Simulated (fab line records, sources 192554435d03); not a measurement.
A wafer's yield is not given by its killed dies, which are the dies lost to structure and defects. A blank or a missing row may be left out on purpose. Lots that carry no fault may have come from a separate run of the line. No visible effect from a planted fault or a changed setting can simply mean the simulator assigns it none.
3 desks, one fault | flow n5Finfet | every desk sees just its own numbers, and what lay behind them comes last

== THE TOOL OWNER'S DESK: rieDiel-01 ==
The tool's own readings at N5_BEOL_M10_ETCH_61 (etches SiARC in CF4, target depth 39 nm, time 65 s): means of the sampled wafers that have a number, for each lot that ran on this tool. Any lot whose mean is over 4 standard deviations away from the usual mean is out of limits and marked OUT; that distance is given in the brackets.
Columns: A = drypumpMotorCurrentA at N5_BEOL_M10_ETCH_61, usual 5.5 A; B = etchRfOnTimeS at N5_BEOL_M10_ETCH_61, usual 64.5 s; C = oesProductAu at N5_BEOL_M10_ETCH_61, usual 0.70 a.u.; D = rfVppV at N5_BEOL_M10_ETCH_61, usual 184.3 V; E = showerheadPlenumPTorr at N5_BEOL_M10_ETCH_61, usual 2.16 Torr; F = throttleValvePct at N5_BEOL_M10_ETCH_61, usual 15.55 %
lot  | first seen here | A   | B               | C    | D     | E    | F
L802 | day 10 21:59    | 5.0 | 63.9            | 0.75 | 184.3 | 2.18 | 15.42
L801 | day 11 01:04    | 5.5 | 63.2            | 0.79 | 184.0 | 2.19 | 15.46
L808 | day 13 02:25    | 5.3 | 56.9 (-5.1) OUT | 0.79 | 183.8 | 2.12 | 15.52
L809 | day 13 02:40    | 5.7 | 52.2 (-8.2) OUT | 0.89 | 183.9 | 2.19 | 15.52
Finding of this desk: L808, L809 out of limits; the first was L808 at day 13 02:25, on etchRfOnTimeS at N5_BEOL_M10_ETCH_61. Within limits: L802, L801.

== THE DEFECT DESK ==
Counts from the inspections along the route, per lot, as means over the sampled wafers that have a number. Any lot whose mean is over 4 standard deviations away from the usual mean is out of limits and marked OUT; that distance is given in the brackets.
Columns: A = rawDefectCount at N5_BEOL_M10_INSPECT_13, usual 420
lot  | first seen here | A
L802 | day 10 21:55    | 511
L801 | day 11 00:44    | 448
L804 | day 11 22:17    | 364
L808 | day 13 02:17    | 588
L809 | day 13 02:27    | 384
L823 | day 17 09:00    | 557
Result from this desk: across the 6 lots, nothing is out of limits.

== FROM THE METROLOGY DESK ==
Means of the sampled wafers that have a number, per lot and without regard to the tool the lot ran on: this is what the gauges read. Any lot whose mean is over 4 standard deviations away from the usual mean is out of limits and marked OUT; that distance is given in the brackets.
Columns: A = cdNm at N5_BEOL_M10_CD_MEAS_11, usual 63.9 nm; B = M10_OVL at N5_BEOL_M10_OVL_MEAS_12, usual -0.2 nm
lot  | first seen here | A    | B
L802 | day 10 21:52    | 63.8 | -0.7
L801 | day 11 00:41    | 63.2 | -0.1
L804 | day 11 22:14    | 63.8 | -0.9
L808 | day 13 02:14    | 64.2 | -0.4
L809 | day 13 02:24    | 64.8 | -1.0
L823 | day 17 08:57    | 63.7 | 0.0
Result from this desk: across the 6 lots, nothing is out of limits.

== ALL TOGETHER ==
At day 13 02:25, on L808, L809, the tool owner's desk was in a position to raise an alarm.
Nothing out of limits was seen by the defect desk.
From the metrology desk's view, nothing was out of limits.
The defect desk has L808, L809 on record, within its limits.
The metrology desk holds a record of L808, L809, inside its limits.
The lots listed all ran N5_BEOL_M10_ETCH_61 on rieDiel-01.

== WHAT HAD BEEN PUT IN BY THE SIMULATOR ==
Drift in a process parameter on rieDiel-01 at N5_BEOL_M10_ETCH_61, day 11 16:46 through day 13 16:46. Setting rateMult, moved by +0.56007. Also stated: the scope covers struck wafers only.
Lots struck among those shown: L808, L809.
Hours from the fault's start to each desk's first reading out of limits: the tool owner's desk, 34.
